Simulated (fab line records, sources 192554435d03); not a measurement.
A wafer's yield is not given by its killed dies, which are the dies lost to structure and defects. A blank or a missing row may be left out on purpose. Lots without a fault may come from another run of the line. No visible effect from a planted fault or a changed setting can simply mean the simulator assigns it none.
fab line records | flow n5-finfet
[record] lots = 24 wafers = 72 last-day = 19
route steps=1938 shown BEOL_M11@1570 BEOL_M12@1602
lots with no fault: from the same line, run without faults
start-h: hours from the record's first day to the start of the lot's first wafer shown | wait-h: hours from the lot's prior step to this one | " as in the row above | L1.1+2: a single row standing in for several wafers | - either no value or no given start | * or withheld: withheld | < > ~ a bound
route shown NAME@n: a module of which the file shows steps, and the number in the route of the first | usual: mean and standard deviation over wafers with no fault | same: alike in all rows | chamber/n: place in a boat | sites: readings site by site | _std_site: standard deviation of those values | _edge_site: mean of outer sites minus mean of inner sites | radius-mm: how far each site lies from the wafer's centre | mask NAME#n: copy n | behind: the last tool/chamber to shape the wafer | hold: the reason the lot was held/the length of the hold in hours/how it ended | device: the transistor (n, p or np) that didn't switch | end of line: at the end of the route, the tests of the same wafers | step lacking rows: just its recipe | killed: at the first sort, the dies lost to defects and structure; wafer yield is something else | map: shows each die of a wafer: x if killed, . if not, _ if none is there
set.NAME: setting as actually run; set.NAME@STEP: the setting as run at that earlier step | model.NAME: the simulator's own value behind a step, which no gauge read
steps of the route over a sample of lots; a table a step, a row a wafer
services: a tool's chamber out of use, with start hour (start-h, from the record's first day; less than 0 if before it), hours out, and reason
[[steps]]
[step N5_BEOL_M11_INSPECT_30]
[recipe] mode = adi inspect-instrument = brightfield
[usual] raw-defect-count = 431/100
// columns lot.wafer tool chamber start-h wait-h raw-defect-count
L076.2 defect-inspect-01 - 262.51 0.0 363
L076.3 " - " " 376
L076.6 " - " " 528
L074.1 defect-inspect-01 - 266.27 0.0 366
L074.3 " - " " 356
L074.5 " - " " 321
L077.2 defect-inspect-01 - 269.89 0.0 397
L077.3 " - " " 425
L077.4 " - " " 499
L075.1 defect-inspect-02 - 270.06 0.0 418
L075.4 " - " " 369
L075.6 " - " " 410
L078.1 defect-inspect-02 - 290.00 0.0 401
L078.3 " - " " 457
L078.6 " - " " 483
L080.1 defect-inspect-01 - 295.04 0.0 417
L080.3 " - " " 360
L080.4 " - " " 422
L079.2 defect-inspect-01 - 295.08 0.0 593
L079.3 " - " " 488
L079.5 " - " " 431
L081.1 defect-inspect-01 - 295.12 0.0 317
L081.4 " - " " 323
L081.6 " - " " 432
L082.1 defect-inspect-02 - 304.44 0.0 756
L082.3 " - " " 404
L082.6 " - " " 468
L083.1 defect-inspect-01 - 323.34 0.0 469
L083.2 " - " " 449
L083.3 " - " " 548
L084.3 defect-inspect-02 - 330.76 0.0 367
L084.4 " - " " 679
L084.6 " - " " 576
L087.1 defect-inspect-01 - 335.22 0.0 353
L087.4 " - " " 407
L087.5 " - " " 353
L085.3 defect-inspect-02 - 336.75 0.0 385
L085.5 " - " " 643
L085.6 " - " " 475
L086.1 defect-inspect-02 - 337.35 0.0 337
L086.4 " - " " 368
L086.5 " - " " 282
L091.1 defect-inspect-02 - 366.61 0.0 394
L091.4 " - " " 316
L091.6 " - " " 404
L089.2 defect-inspect-01 - 369.37 0.0 457
L089.3 " - " " 296
L089.5 " - " " 410
L090.1 defect-inspect-01 - 369.54 0.0 346
L090.3 " - " " 393
L090.6 " - " " 620
L088.3 defect-inspect-01 - 369.58 0.0 348
L088.5 " - " " 298
L088.6 " - " " 309
L092.2 defect-inspect-01 - 369.62 0.0 336
L092.3 " - " " 355
L092.6 " - " " 335
L094.3 defect-inspect-02 - 383.00 0.0 487
L094.5 " - " " 494
L094.6 " - " " 631
L093.1 defect-inspect-02 - 383.23 0.0 637
L093.3 " - " " 429
L093.5 " - " " 511
L095.2 defect-inspect-01 - 393.03 0.0 460
L095.4 " - " " 545
L095.5 " - " " 460
L097.1 defect-inspect-02 - 400.82 0.0 455
L097.3 " - " " 474
L097.4 " - " " 614
L096.3 defect-inspect-01 - 405.41 0.0 334
L096.4 " - " " 282
L096.5 " - " " 289
[step N5_BEOL_M11_ETCH_66]
[recipe] chemistry = N2/H2 target = SOC target-depth-a = 1200 overetch-a = 240 mask-material = SiARC temp-c = 40 time-s = 180 ion-energy-ev = 200 pressure-mtorr = 30 source-w = 840 bias-w = 150 n2-flow-sccm = 200 h2-flow-sccm = 200
[usual] drypump-motor-current-A = 5.9/0.35 n2-flow-sccm = 200.0/0.59 oes-product-au = 0.66/0.067 rf-vpp-V = 524.8/2.1 showerhead-plenum-p-Torr = 2.57/0.072 throttle-valve-pct = 17.83/0.24
// columns lot.wafer tool chamber start-h wait-h drypump-motor-current-A n2-flow-sccm oes-product-au rf-hours-counter-h rf-vpp-V showerhead-plenum-p-Torr throttle-valve-pct
L076.2 rie-diel-01 1 262.63 0.0 5.8 199.8 0.74 13 525.5 2.62 17.85
L076.3 " 0 " " 6.3 199.7 0.66 81 524.5 2.59 18.14
L076.6 " 3 " " 5.8 199.7 0.67 - 525.3 2.56 17.77
L074.1 rie-diel-01 1 266.55 0.0 5.8 199.0 0.73 14 525.0 2.62 17.85
L074.3 " 3 " " 5.9 200.1 0.68 82 524.3 2.56 17.76
L074.5 " 3 " " 5.8 199.2 0.67 - 525.6 2.56 17.77
L077.2 rie-diel-05 2 270.01 0.0 5.1 199.0 0.58 202 519.7 2.40 17.65
L077.3 " 1 " " 6.0 199.7 0.60 164 523.2 2.52 17.78
L077.4 " 3 " " 5.7 200.9 0.78 3 526.6 2.59 17.59
L075.1 rie-diel-02 0 270.41 0.0 5.5 200.9 0.59 190 526.3 2.63 18.27
L075.4 " 2 " " 6.2 199.8 0.55 239 523.0 2.52 17.84
L075.6 " 1 " " 5.7 200.8 0.72 - 524.8 2.59 17.61
L078.1 rie-diel-02 3 290.12 0.0 6.3 199.3 0.69 60 527.4 2.69 17.82
L078.3 " 1 " " 5.7 200.5 0.70 37 524.8 2.59 17.62
L078.6 " 0 " " 5.5 199.4 0.59 - 524.7 2.63 18.28
L080.1 rie-diel-01 3 295.16 0.0 5.8 200.7 0.66 92 525.9 2.56 17.80
L080.3 " 2 " " 5.8 199.8 0.73 37 526.9 2.68 17.52
L080.4 " 1 " " 5.8 200.1 0.72 25 524.8 2.61 17.87
L079.2 rie-diel-05 1 295.26 0.0 6.0 199.6 0.59 172 522.5 2.52 17.77
L079.3 " 2 " " 5.0 200.1 0.57 209 519.8 2.40 17.65
L079.5 " 2 " " 5.1 199.4 0.58 - 521.1 2.40 17.67
L081.1 rie-diel-05 2 295.73 0.0 5.0 199.8 0.58 210 520.4 2.40 17.67
L081.4 " 0 " " 6.1 200.9 0.55 247 525.5 2.60 18.10
L081.6 " 1 " " 6.0 199.6 0.60 - 524.4 2.52 17.80
L082.1 rie-diel-05 2 304.56 0.0 5.0 198.7 0.58 212 521.0 2.40 17.64
L082.3 " 1 " " 6.0 199.1 0.59 174 522.5 2.52 17.78
L082.6 " 1 " " 6.0 200.0 0.59 - 524.8 2.52 17.79
L083.1 rie-diel-01 0 323.74 0.0 6.3 199.6 0.65 98 523.2 2.58 18.16
L083.2 " 3 " " 5.8 199.6 0.66 100 525.7 2.55 17.81
L083.3 " 2 " " 5.9 199.7 0.72 45 527.6 2.68 17.53
L084.3 rie-diel-02 3 331.02 0.0 6.2 200.0 0.67 73 528.3 2.68 17.83
L084.4 " 3 " " 6.3 200.1 0.68 - 528.1 2.68 17.82
L084.6 " 1 " " 5.7 200.6 0.68 - 524.0 2.58 17.63
L087.1 rie-diel-02 2 335.43 0.0 6.2 200.0 0.78 1 522.7 2.51 17.44
L087.4 " 3 " " 6.3 199.7 0.67 75 527.4 2.68 17.85
L087.5 " 0 " " 5.5 199.9 0.58 - 523.7 2.62 18.30
L085.3 rie-diel-05 3 337.15 0.0 5.8 199.2 0.72 25 526.4 2.58 17.64
L085.5 " 0 " " 6.1 200.0 0.81 - 524.3 2.60 17.71
L085.6 " 3 " " 5.7 199.2 0.72 - 525.6 2.58 17.64
L086.1 rie-diel-05 2 337.69 0.0 5.1 199.3 0.57 224 519.9 2.39 17.69
L086.4 " 0 " " 6.1 199.5 0.80 3 525.2 2.60 17.70
L086.5 " 1 " " 6.0 200.4 0.59 - 523.6 2.51 17.80
L091.1 rie-diel-02 3 367.03 0.0 6.3 200.5 0.67 84 526.2 2.68 17.84
L091.4 " 1 " " 5.7 199.7 0.67 59 525.8 2.58 17.63
L091.6 " 2 " " 6.2 200.1 0.75 - 522.7 2.51 17.48
L089.2 rie-diel-05 1 369.49 0.0 6.0 200.0 0.58 196 521.7 2.51 17.83
L089.3 " 2 " " 5.0 200.8 0.56 233 519.6 2.39 17.70
L089.5 " 3 " " 5.8 200.0 0.71 - 524.9 2.58 17.67
L090.1 rie-diel-01 0 369.66 0.0 6.3 200.0 0.64 112 524.9 2.58 18.18
L090.3 " 1 " " 5.8 200.9 0.69 46 524.5 2.60 17.92
L090.6 " 0 " " 6.3 200.3 0.64 - 523.4 2.58 18.19
L088.3 rie-diel-02 1 369.71 0.0 5.7 200.2 0.69 60 526.7 2.58 17.64
L088.5 " 2 " " 6.2 200.0 0.75 - 523.1 2.51 17.47
L088.6 " 1 " " 5.7 199.1 0.67 - 525.6 2.58 17.64
L092.2 rie-diel-01 2 370.12 0.0 5.9 200.2 0.71 58 527.2 2.67 17.57
L092.3 " 0 " " 6.3 201.2 0.63 112 524.7 2.58 18.19
L092.6 " 1 " " 5.8 199.0 0.69 - 524.8 2.60 17.91
L094.3 rie-diel-01 1 383.33 0.0 5.8 200.1 0.68 52 525.1 2.60 17.92
L094.5 " 0 " " 6.3 199.3 0.64 - 524.7 2.57 18.20
L094.6 " 2 " " 5.8 200.7 0.70 - 527.1 2.67 17.58
L093.1 rie-diel-05 0 384.13 0.0 6.1 199.4 0.75 17 524.3 2.60 17.73
L093.3 " 3 " " 5.8 200.5 0.71 40 524.8 2.58 17.68
L093.5 " 1 " " 6.0 200.2 0.57 - 523.1 2.51 17.83
L095.2 rie-diel-02 2 393.15 0.0 6.1 199.0 0.74 18 523.5 2.50 17.50
L095.4 " 3 " " 6.3 200.0 0.66 89 525.8 2.68 17.85
L095.5 " 0 " " 5.5 199.4 0.58 - 525.9 2.61 18.34
L097.1 rie-diel-01 1 400.94 0.0 5.8 200.5 0.67 58 524.7 2.60 17.93
L097.3 " 2 " " 5.9 199.5 0.70 69 527.7 2.66 17.58
L097.4 " 3 " " 5.8 199.9 0.64 118 523.8 2.54 17.82
L096.3 rie-diel-02 1 405.53 0.0 5.7 199.0 0.66 72 524.5 2.57 17.66
L096.4 " 2 " " 6.2 199.5 0.73 22 523.4 2.50 17.50
L096.5 " 0 " " 5.5 199.0 0.57 - 528.0 2.61 18.35
[step N5_BEOL_M11_CURE_72]
[recipe] temp-c = 370 time-s = 120 ambient = DMADMS/He material = SiCOH_lowk
[usual] lamp-power-pct = 52.32/0.052 wafer_temp_C_max = 371.7/0.64
// columns lot.wafer tool chamber start-h wait-h lamp-power-pct wafer_temp_C_max
L076.2 uv-cure-01 1 263.28 0.1 52.22 372.1
L076.3 " 1 " " 52.23 371.4
L076.6 " 1 " " 52.21 372.1
L074.1 uv-cure-01 2 267.16 0.0 52.35 371.0
L074.3 " 2 " " 52.30 370.6
L074.5 " 2 " " 52.32 371.0
L077.2 uv-cure-01 0 270.72 0.1 52.22 371.4
L077.3 " 0 " " 52.28 371.8
L077.4 " 0 " " 52.33 371.6
L075.1 uv-cure-02 2 271.03 0.0 52.39 371.2
L075.4 " 2 " " 52.32 371.7
L075.6 " 2 " " 52.35 371.2
L078.1 uv-cure-02 0 290.74 0.0 52.35 372.0
L078.3 " 0 " " 52.32 372.0
L078.6 " 0 " " 52.40 372.1
L080.1 uv-cure-02 2 296.01 0.3 52.31 371.4
L080.3 " 2 " " 52.32 371.3
L080.4 " 2 " " 52.33 371.9
L081.1 uv-cure-02 0 296.33 0.0 52.39 372.9
L081.4 " 0 " " 52.30 371.5
L081.6 " 0 " " 52.35 372.1
L079.2 uv-cure-01 0 296.34 0.5 52.36 371.2
L079.3 " 0 " " 52.30 371.7
L079.5 " 0 " " 52.28 371.1
L082.1 uv-cure-01 1 305.44 0.3 52.42 372.6
L082.3 " 1 " " 52.29 372.1
L082.6 " 1 " " 52.34 371.6
L083.1 uv-cure-02 2 324.51 0.2 52.30 371.8
L083.2 " 2 " " 52.29 371.5
L083.3 " 2 " " 52.38 371.8
L084.3 uv-cure-02 0 331.72 0.1 52.34 372.2
L084.4 " 0 " " 52.32 372.5
L084.6 " 0 " " 52.27 372.4
L087.1 uv-cure-01 0 336.04 0.0 52.35 371.0
L087.4 " 0 " " 52.36 371.4
L087.5 " 0 " " 52.26 371.1
L085.3 uv-cure-01 0 337.86 0.1 52.37 371.8
L085.5 " 0 " " 52.38 371.4
L085.6 " 0 " " 52.30 371.7
L086.1 uv-cure-01 2 338.41 0.0 52.26 371.1
L086.4 " 2 " " 52.33 371.3
L086.5 " 2 " " 52.26 370.7
L091.1 uv-cure-02 0 367.64 0.0 52.37 372.2
L091.4 " 0 " " 52.27 371.8
L091.6 " 0 " " 52.30 372.6
L089.2 uv-cure-03 0 370.14 0.1 52.34 370.3
L089.3 " 0 " " 52.24 370.5
L089.5 " 0 " " 52.36 370.1
L090.1 uv-cure-01 1 370.27 0.0 52.29 371.9
L090.3 " 1 " " 52.23 371.9
L090.6 " 1 " " 52.36 372.1
L088.3 uv-cure-02 1 370.42 0.1 52.28 372.0
L088.5 " 1 " " 52.34 371.9
L088.6 " 1 " " 52.31 371.9
L092.2 uv-cure-01 1 370.77 0.1 52.33 372.4
L092.3 " 1 " " 52.24 372.4
L092.6 " 1 " " 52.33 372.5
L094.3 uv-cure-03 1 384.04 0.1 52.31 371.9
L094.5 " 1 " " 52.26 371.5
L094.6 " 1 " " 52.25 371.6
L093.1 uv-cure-02 1 384.73 0.0 52.27 372.1
L093.3 " 1 " " 52.31 371.8
L093.5 " 1 " " 52.34 371.4
L095.2 uv-cure-01 2 393.80 0.1 52.32 371.1
L095.4 " 2 " " 52.23 371.0
L095.5 " 2 " " 52.37 370.8
L097.1 uv-cure-02 0 401.72 0.2 52.34 372.6
L097.3 " 0 " " 52.28 372.0
L097.4 " 0 " " 52.27 373.0
L096.3 uv-cure-01 1 406.23 0.1 52.27 372.0
L096.4 " 1 " " 52.31 371.6
L096.5 " 1 " " 52.30 371.5
[step N5_BEOL_M12_ILD_DEP_00]
[recipe] material = SiOC target-thk-a = 6589.2 temp-c = 350 precursor = DEMS/O2 pressure-torr = 5 rf-w = 500 time-s = 130.7
[usual] heater-power-w = 529/100 showerhead-plenum-p-Torr = 5.704/0.018 throttle-valve-pct = 12.0/1
// columns lot.wafer tool chamber start-h wait-h heater-power-w showerhead-plenum-p-Torr throttle-valve-pct
L076.2 pecvd-01 1 265.64 0.0 428 5.715 11.9
L076.3 " 0 " " 542 5.738 11.4
L076.6 " 0 " " 564 5.733 11.3
L074.1 pecvd-04 1 270.96 0.0 411 5.667 13.1
L074.3 " 2 " " 480 5.716 11.4
L074.5 " 2 " " 377 5.711 11.5
L077.2 pecvd-04 0 273.24 0.0 507 5.686 11.3
L077.3 " 1 " " 419 5.680 12.6
L077.4 " 2 " " 447 5.703 11.3
L075.1 pecvd-04 0 274.01 0.0 503 5.697 11.4
L075.4 " 0 " " 526 5.688 11.2
L075.6 " 2 " " 443 5.701 11.3
L078.1 pecvd-03 0 294.63 0.0 500 5.690 14.3
L078.3 " 2 " " 532 5.715 10.7
L078.6 " 1 " " 468 5.728 12.5
L080.1 pecvd-01 0 300.03 0.0 555 5.716 11.4
L080.3 " 2 " " 735 5.689 11.3
L080.4 " 0 " " 458 5.722 11.4
L079.2 pecvd-01 1 300.30 0.0 421 5.717 11.8
L079.3 " 2 " " 706 5.685 11.4
L079.5 " 1 " " 424 5.722 12.1
L081.1 pecvd-03 1 300.34 0.0 547 5.713 12.6
L081.4 " 0 " " 555 5.687 14.5
L081.6 " 1 " " 589 5.735 12.6
L082.1 pecvd-01 2 308.34 0.0 719 5.683 11.4
L082.3 " 1 " " 426 5.702 11.9
L082.6 " 0 " " 529 5.715 11.3
L083.1 pecvd-03 2 328.08 0.0 666 5.724 10.8
L083.2 " 0 " " 526 5.681 14.4
L083.3 " 1 " " 554 5.715 12.5
L084.3 pecvd-04 0 334.29 0.0 501 5.701 11.3
L084.4 " 1 " " 423 5.672 12.9
L084.6 " 2 " " 488 5.701 11.8
L087.1 pecvd-01 1 338.43 0.0 383 5.713 12.2
L087.4 " 2 " " 699 5.689 11.2
L087.5 " 0 " " 516 5.717 11.3
L085.3 pecvd-03 1 341.46 0.0 563 5.722 12.4
L085.5 " 1 " " 592 5.728 12.8
L085.6 " 2 " " 653 5.714 10.7
L086.1 pecvd-03 2 341.80 0.0 643 5.714 10.9
L086.4 " 0 " " 522 5.677 14.5
L086.5 " 1 " " 563 5.727 12.4
L091.1 pecvd-01 1 371.35 0.0 393 5.725 12.2
L091.4 " 1 " " 419 5.722 11.8
L091.6 " 2 " " 614 5.680 11.5
L089.2 pecvd-04 1 372.22 0.0 435 5.697 12.9
L089.3 " 2 " " 385 5.713 11.5
L089.5 " 1 " " 443 5.661 13.0
L090.1 pecvd-01 1 372.69 0.0 416 5.696 12.3
L090.3 " 2 " " 714 5.700 11.5
L090.6 " 2 " " 735 5.681 11.3
L088.3 pecvd-04 0 373.10 0.0 543 5.702 11.5
L088.5 " 1 " " 417 5.675 12.9
L088.6 " 0 " " 426 5.677 11.4
L092.2 pecvd-03 2 373.37 0.0 616 5.712 11.0
L092.3 " 1 " " 565 5.735 12.7
L092.6 " 2 " " 656 5.706 10.7
L094.3 pecvd-01 2 387.23 0.0 748 5.685 11.4
L094.5 " 2 " " 600 5.693 11.4
L094.6 " 1 " " 429 5.716 12.0
L093.1 pecvd-01 2 388.62 0.0 662 5.688 11.3
L093.3 " 1 " " 351 5.723 12.2
L093.5 " 1 " " 385 5.722 11.9
L095.2 pecvd-01 0 396.58 0.0 485 5.706 11.4
L095.4 " 2 " " 586 5.697 11.6
L095.5 " 0 " " 517 5.699 11.3
L097.1 pecvd-01 2 403.97 0.0 675 5.690 11.6
L097.3 " 0 " " 529 5.705 11.3
L097.4 " 0 " " 542 5.718 11.6
L096.3 pecvd-03 0 408.54 0.1 565 5.682 14.7
L096.4 " 2 " " 669 5.719 10.7
L096.5 " 0 " " 569 5.709 14.3
[step N5_BEOL_M12_OVL_MEAS_11]
[recipe] points-per-wafer = 44
[usual] V11_OVL = 7/4.6
// columns lot.wafer tool chamber start-h wait-h V11_OVL[nm]
L076.2 overlay-02 0 266.23 0.0 7
L076.3 " 0 " " 5
L076.6 " 0 " " 1
L074.1 overlay-01 0 271.42 0.0 3
L074.3 " 0 " " 2
L074.5 " 0 " " 7
L077.2 overlay-01 0 273.70 0.0 4
L077.3 " 0 " " 7
L077.4 " 0 " " 3
L075.1 overlay-02 0 274.48 0.0 8
L075.4 " 0 " " 5
L075.6 " 0 " " 3
L078.1 overlay-02 0 295.22 0.0 4
L078.3 " 0 " " 6
L078.6 " 0 " " 8
L080.1 overlay-02 0 300.62 0.0 3
L080.3 " 0 " " 4
L080.4 " 0 " " 11
L079.2 overlay-01 0 300.77 0.0 6
L079.3 " 0 " " -2
L079.5 " 0 " " 3
L081.1 overlay-02 0 300.81 0.0 6
L081.4 " 0 " " 7
L081.6 " 0 " " 9
L082.1 overlay-02 0 308.93 0.0 10
L082.3 " 0 " " 10
L082.6 " 0 " " 6
L083.1 overlay-02 0 328.54 0.0 6
L083.2 " 0 " " 10
L083.3 " 0 " " 14
L084.3 overlay-02 0 334.75 0.0 9
L084.4 " 0 " " 13
L084.6 " 0 " " 4
L087.1 overlay-02 0 338.90 0.0 9
L087.4 " 0 " " 12
L087.5 " 0 " " 10
L085.3 overlay-02 0 342.05 0.0 2
L085.5 " 0 " " 3
L085.6 " 0 " " 13
L086.1 overlay-01 0 342.26 0.0 3
L086.4 " 0 " " 6
L086.5 " 0 " " 5
L091.1 overlay-02 0 371.86 0.0 0
L091.4 " 0 " " 4
L091.6 " 0 " " 7
L089.2 overlay-02 0 372.81 0.0 20
L089.3 " 0 " " 15
L089.5 " 0 " " 14
L090.1 overlay-02 0 373.20 0.0 9
L090.3 " 0 " " 13
L090.6 " 0 " " 16
L088.3 overlay-01 0 373.69 0.0 8
L088.5 " 0 " " 0
L088.6 " 0 " " 2
L092.2 overlay-01 0 373.96 0.0 4
L092.3 " 0 " " 1
L092.6 " 0 " " 5
L094.3 overlay-01 0 387.82 0.0 3
L094.5 " 0 " " 8
L094.6 " 0 " " 5
L093.1 overlay-01 0 389.08 0.0 7
L093.3 " 0 " " 10
L093.5 " 0 " " -2
L095.2 overlay-01 0 397.05 0.0 9
L095.4 " 0 " " 5
L095.5 " 0 " " 4
L097.1 overlay-02 0 404.43 0.0 3
L097.3 " 0 " " 2
L097.4 " 0 " " 4
L096.3 overlay-02 0 409.01 0.0 9
L096.4 " 0 " " 10
L096.5 " 0 " " 1
[step N5_BEOL_M12_DESCUM_15]
[recipe] chemistry = O2 time-s = 7.9 source-power-w = 50 bias-power-w = 20 pressure-mtorr = 20 rf-frequency-hz = 2.712e+07 temp-c = 40 o2-flow-sccm = 225
[usual] drypump-motor-current-A = 5.6/0.49 oes-product-au = 0.79/0.067 rf-vpp-V = 243.3/1.5 showerhead-plenum-p-Torr = 2.10/0.076 throttle-valve-pct = 20.40/0.19
// columns lot.wafer tool chamber start-h wait-h drypump-motor-current-A oes-product-au rf-hours-counter-h rf-vpp-V showerhead-plenum-p-Torr throttle-valve-pct
L076.2 rie-diel-04 2 266.29 0.0 6.8 0.65 245 242.1 2.04 20.82
L076.3 " 3 " " 5.8 0.68 217 242.5 2.07 20.29
L076.6 " 0 " " 4.9 0.79 - 242.8 2.03 20.52
L074.1 rie-diel-04 0 271.48 0.0 4.9 0.79 122 241.0 2.03 20.54
L074.3 " 2 " " 6.8 0.65 247 242.1 2.04 20.81
L074.5 " 3 " " 5.8 0.68 - 242.3 2.07 20.30
L077.2 rie-diel-06 3 273.76 0.0 5.0 0.88 59 245.7 2.21 20.58
L077.3 " 0 " " 5.3 0.85 50 243.7 2.12 20.35
L077.4 " 2 " " 5.3 0.91 15 244.0 2.15 20.41
L075.1 rie-diel-03 1 274.54 0.0 6.3 0.77 130 244.0 2.08 20.02
L075.4 " 0 " " 5.2 0.75 141 245.1 2.17 20.47
L075.6 " 2 " " 5.6 0.80 - 243.0 2.03 20.65
L078.1 rie-diel-03 1 295.73 0.5 6.3 0.77 137 243.3 2.08 20.04
L078.3 " 3 " " 5.7 0.77 134 241.6 2.00 20.29
L078.6 " 3 " " 5.7 0.76 - 242.3 2.00 20.29
L080.1 rie-diel-03 3 300.68 0.0 5.7 0.76 136 241.4 2.00 20.29
L080.3 " 0 " " 5.2 0.74 149 243.6 2.17 20.50
L080.4 " 1 " " 6.3 0.76 139 245.2 2.07 20.04
L079.2 rie-diel-06 1 300.82 0.0 5.9 0.83 78 244.4 2.20 20.28
L079.3 " 2 " " 5.4 0.89 24 244.2 2.15 20.42
L079.5 " 0 " " 5.3 0.84 - 243.2 2.12 20.38
L081.1 rie-diel-04 0 300.87 0.0 5.0 0.78 136 242.3 2.02 20.57
L081.4 " 1 " " 5.7 0.71 - 239.8 1.98 20.17
L081.6 " 0 " " 5.0 0.78 - 241.7 2.02 20.55
L082.1 rie-diel-06 0 308.99 0.0 5.3 0.83 62 242.6 2.12 20.36
L082.3 " 3 " " 5.0 0.86 70 244.6 2.21 20.60
L082.6 " 2 " " 5.3 0.89 - 244.3 2.15 20.42
L083.1 rie-diel-06 1 328.72 0.2 5.9 0.84 86 244.7 2.19 20.32
L083.2 " 0 " " 5.3 0.83 67 243.1 2.11 20.38
L083.3 " 3 " " 4.9 0.85 76 244.6 2.21 20.60
L084.3 rie-diel-06 2 334.82 0.0 5.4 0.87 33 242.9 2.14 20.43
L084.4 " 3 " " 4.9 0.85 78 243.6 2.20 20.61
L084.6 " 3 " " 5.0 0.85 - 244.8 2.20 20.61
L087.1 rie-diel-06 2 338.96 0.0 5.4 0.88 36 243.3 2.14 20.43
L087.4 " 2 " " 5.4 0.88 - 242.8 2.14 20.42
L087.5 " 1 " " 5.9 0.83 - 245.6 2.19 20.32
L085.3 rie-diel-04 0 342.13 0.1 5.0 0.76 153 239.9 2.02 20.61
L085.5 " 2 " " 6.7 0.93 - 242.2 2.04 20.43
L085.6 " 1 " " 5.7 0.71 - 242.7 1.98 20.18
L086.1 rie-diel-03 0 342.32 0.0 5.2 0.75 157 245.1 2.16 20.50
L086.4 " 2 " " 5.6 0.77 - 241.4 2.02 20.69
L086.5 " 1 " " 6.3 0.76 - 242.5 2.07 20.06
L091.1 rie-diel-06 3 372.04 0.2 4.9 0.85 92 244.6 2.20 20.64
L091.4 " 2 " " 5.4 0.85 49 244.6 2.14 20.46
L091.6 " 1 " " 5.9 0.82 - 245.0 2.19 20.33
L089.2 rie-diel-03 0 372.87 0.0 5.2 0.73 168 245.0 2.16 20.53
L089.3 " 2 " " 5.6 0.76 145 241.4 2.02 20.72
L089.5 " 1 " " 6.3 0.74 - 240.7 2.07 20.08
L090.1 rie-diel-06 2 373.26 0.0 5.4 0.84 49 243.5 2.14 20.45
L090.3 " 1 " " 5.9 0.81 104 243.7 2.19 20.34
L090.6 " 2 " " 5.4 0.85 - 245.2 2.14 20.45
L088.3 rie-diel-04 3 373.75 0.0 5.8 0.94 6 241.3 2.06 19.99
L088.5 " 3 " " 5.8 0.93 - 243.0 2.06 19.99
L088.6 " 2 " " 6.8 0.90 - 242.8 2.03 20.44
L092.2 rie-diel-04 3 374.05 0.1 5.8 0.95 6 242.4 2.06 19.97
L092.3 " 1 " " 5.7 0.69 246 240.8 1.97 20.19
L092.6 " 2 " " 6.8 0.91 - 241.9 2.03 20.43
L094.3 rie-diel-03 3 387.88 0.0 5.7 0.72 167 241.5 1.99 20.33
L094.5 " 0 " " 5.2 0.72 - 244.2 2.16 20.54
L094.6 " 1 " " 6.3 0.73 - 243.4 2.06 20.08
L093.1 rie-diel-03 3 389.68 0.6 5.7 0.73 168 241.6 1.99 20.33
L093.3 " 0 " " 5.2 0.72 175 242.9 2.16 20.53
L093.5 " 3 " " 5.7 0.73 - 243.1 1.99 20.33
L095.2 rie-diel-06 3 397.64 0.6 4.9 0.82 104 244.2 2.20 20.64
L095.4 " 2 " " 5.3 0.84 - 244.4 2.14 20.47
L095.5 " 3 " " 5.0 0.81 - 245.1 2.20 20.64
L097.1 rie-diel-06 1 404.49 0.0 5.9 0.80 118 245.0 2.18 20.36
L097.3 " 3 " " 4.9 0.82 106 243.9 2.19 20.62
L097.4 " 1 " " 5.9 0.80 - 246.0 2.18 20.35
L096.3 rie-diel-03 0 409.12 0.1 5.2 0.72 183 244.6 2.15 20.54
L096.4 " 1 " " 6.3 0.73 178 244.9 2.06 20.11
L096.5 " 3 " " 5.7 0.73 - 241.3 1.99 20.36
[[services]]
// columns tool chamber start-h hours kind
rie-diel-01 3 252.29 4.1 repair
uv-cure-01 - 259.51 2.1 pm
rie-diel-02 - 263.90 1.7 repair
rie-diel-03 1 265.87 8.3 repair
uv-cure-02 - 286.38 1.0 pm
pecvd-04 - 305.66 14.0 repair
rie-diel-01 0 309.55 5.6 repair
rie-diel-03 0 314.36 19.1 repair
rie-diel-03 1 319.35 9.5 repair
rie-diel-01 - 320.61 2.8 pm
rie-diel-06 0 335.30 4.4 repair
rie-diel-03 3 338.59 11.0 repair
pecvd-01 0 340.13 6.7 repair
rie-diel-04 2 358.26 6.6 repair
pecvd-03 - 366.32 6.0 pm
pecvd-01 0 369.92 5.3 repair
rie-diel-01 3 370.74 13.1 repair
rie-diel-06 2 379.85 11.7 repair
rie-diel-03 2 380.00 12.7 repair
rie-diel-02 3 383.28 7.3 repair
rie-diel-06 0 386.76 22.5 repair
pecvd-03 - 390.43 2.8 pm
rie-diel-03 2 394.52 8.1 repair
rie-diel-06 - 396.50 0.7 repair
[[key]]
fault none
